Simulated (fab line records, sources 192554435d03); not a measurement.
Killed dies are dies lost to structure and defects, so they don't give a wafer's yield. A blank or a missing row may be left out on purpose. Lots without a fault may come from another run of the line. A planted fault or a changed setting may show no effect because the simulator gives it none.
A struck lot beside a sound one | flow n5_finfet | 17 steps out of a route of 1938
Sound: wafers L862.1, L862.2, L862.4. Struck: wafers L861.1, L861.5, L861.6. The cause comes at the end.
At each step with rows: each side's tool, then ch and its chambers, then its first start. Under that, the readings that differ: sound wafers | struck wafers | difference of the means | sigmas: that difference in standard deviations of wafers without a fault.
alike: readings whose means differ by less than 2 such deviations, and words and numbers that are the same on both sides. not compared: withheld readings, readings that some wafer has no value for, bounds like >300 that may hide the same value, and numbers for which the record gives no deviation and whose values overlap.
The two part at a step that has a row with sigmas, a row that says differs or no value, or rows on one side only. Numbers that don't overlap but have no deviation are shown without sigmas and don't part them. A reading that every wafer of one side lacks parts them only if that side has two wafers or more.

first, 3 steps without rows for these wafers: N5_BEOL_M15_ETCH_61 (etches BARC in N2/H2, target depth 89 nm, overetch 26.7 nm, time 67.9 s); N5_BEOL_M15_TRENCH_ETCH_34 (etches SiO2 in C4F8/O2/Ar, target depth 872.93 nm, time 199 s); N5_BEOL_M15_STRIP_36 (strips in O2).
N5_BEOL_M15_STRIP_62: strips in O2.
  sound on rie_diel-02 ch 0,1,2; struck on rie_diel-05 ch 0,1
  alike: drypump_motor_current_A, oes_product_au, rf_vpp_V, showerhead_plenum_p_Torr, throttle_valve_pct
  not compared: rf_hours_counter_h
then, 4 steps without rows for these wafers: N5_BEOL_M15_STRIP_37 (strips in O2); N5_BEOL_M15_ETCH_38 (etches SiCN in CF4/N2, target depth 106.4 nm, time 120.5 s); N5_BEOL_M15_PRECLEAN_39 (cleans in residue remover, time 60 s); N5_BEOL_M15_SRD_40 (time 30 s, dry time 30 s).
N5_BEOL_M15_DEGAS_41: time 60 s.
  sound on pvd_sputter-01, day 15 07:08; struck on pvd_sputter-03, day 14 15:25
  alike: heater_power_w
N5_BEOL_M15_PRE_CLEAN_42: time 30 s.
  sound on pvd_sputter-01, day 15 07:11; struck on pvd_sputter-03, day 14 15:27
  alike: heater_power_w
N5_BEOL_M15_SPUTTER_43: material TaN, target thk 15 nm, time 24.19 s.
  sound on pvd_sputter-01, day 15 07:13; struck on pvd_sputter-03, day 14 15:29
  alike: cathode_dc_power_W, chamber_pressure_pa, throttle_valve_pct
N5_BEOL_M15_SPUTTER_44: material Ta, target thk 15 nm, time 24.19 s.
  sound on pvd_sputter-01, day 15 07:18; struck on pvd_sputter-03, day 14 15:34
  reading                                     | sound             | struck            | difference | sigmas
  cathode_dc_power_W (W)                      | 15001 15001 15002 | 10563 10556 10557 | -4443      | -99 or more
  model.Ta_of_BEOL_M15_SPUTTER_44.thk_nm (nm) | 14.8 15.2 15      | 10.6 10.4 10.6    | -4.5       |
  alike: chamber_pressure_pa, throttle_valve_pct
then, 2 steps without rows for these wafers: N5_BEOL_M15_SPUTTER_45 (material Cu, target thk 100 nm, time 16.67 s); N5_BEOL_M15_ECD_47 (material Cu, target thk 1860 nm).
N5_BEOL_M15_ANNEAL_48: time 90 s.
  sound on rtp_anneal-02 ch 0, day 15 07:49; struck on rtp_anneal-02 ch 0, day 14 18:23
  alike: wafer_temp_C_max
N5_BEOL_M15_CMP_49: polishes, stops on SiO2, t overpolish 4.9 s, target thk 850 nm.
  sound on cmp-03 ch 1,2,3, day 15 08:09; struck on cmp-03 ch 0,1,3, day 14 18:47
  reading                      | sound             | struck         | difference | sigmas
  barrier_field_endpoint_s (s) | 11.49 11.34 11.45 | 9.74 9.67 9.45 | -1.81      | -7
  alike: head_pressure_psi, motor_current_A, retaining_ring_pressure_frac
  not compared: pad_life_wafers
N5_BEOL_M15_THK_MEAS_50: measures by xrf.
  sound on film_metro-01, day 15 08:25; struck on film_metro-02, day 14 18:58
  alike: M15_THK

WHERE THEY PART
First at N5_BEOL_M15_SPUTTER_44; last, within this record, at N5_BEOL_M15_CMP_49. Later steps at which nothing parts them and some readings are alike: N5_BEOL_M15_THK_MEAS_50.

WHY: what the simulator had put in
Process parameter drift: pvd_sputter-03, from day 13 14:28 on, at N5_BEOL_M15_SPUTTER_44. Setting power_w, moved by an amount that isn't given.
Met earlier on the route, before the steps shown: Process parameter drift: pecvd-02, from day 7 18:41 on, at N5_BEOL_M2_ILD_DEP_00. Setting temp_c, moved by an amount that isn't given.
